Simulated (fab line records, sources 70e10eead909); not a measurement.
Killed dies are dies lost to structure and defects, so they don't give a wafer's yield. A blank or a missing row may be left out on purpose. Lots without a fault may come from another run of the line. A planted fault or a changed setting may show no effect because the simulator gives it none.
Chamber matching | flow nand_harc | NHARC_A_CHANNEL_FILL_D1_ALD_14 on ald_hk-02: 4 sister chambers
The step deposits SiO2, target thk 2.5 nm, pulse time 10 s, ald cycles 25. 8 wafers are shown with their chamber, then 7 later ones without.

WAFERS WITH THEIR CHAMBER
wafer  | chamber | heater_power_w (W) | precursor_pulse_height_rel
L641.2 | 2       | 480                | 0.981
L641.4 | 3       | 490                | 0.982
L642.6 | 0       | 375                | 0.978
L643.2 | 1       | 533                | 1.000
L643.3 | 2       | 484                | 0.955
L643.6 | 0       | 366                | 0.997
L645.1 | 1       | 541                | 0.993
L645.2 | 3       | 517                | 1.016

WAFERS WITHOUT THEIR CHAMBER
wafer  | heater_power_w (W) | precursor_pulse_height_rel
L645.3 | 356                | 0.995
L649.1 | 568                | 1.009
L649.2 | 508                | 0.987
L649.3 | 462                | 0.994
L650.1 | 511                | 0.993
L650.3 | 358                | 1.056
L650.4 | 467                | 0.972

WHICH CHAMBER EACH WENT THROUGH
wafer  | from the rows above          | in truth
L645.3 | 0                            | 0
L649.1 | 1                            | 1
L649.2 | can't be placed: 3 or 2 or 1 | 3
L649.3 | can't be placed: 2 or 3      | 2
L650.1 | can't be placed: 3 or 1      | 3
L650.3 | 0                            | 0
L650.4 | 2                            | 2
Placed correctly: 4 of 7. Can't be placed from these rows: 3 (the true chamber is among the candidates in 3). Placed wrongly: 0.
How it was worked out, from the rows above alone: a wafer's distance from a chamber is the root of the sum, over the readings, of the square of ((its reading less the chamber's mean) divided by the reading's scatter). The wafer belongs to the nearest chamber; if the next one is less than 2 further off, it can't be placed. A chamber's mean is the mean of its shown wafers. The scatter: the root of (the sum of the squares of (reading less its chamber's mean) over the shown wafers, divided by (wafers less chambers)).
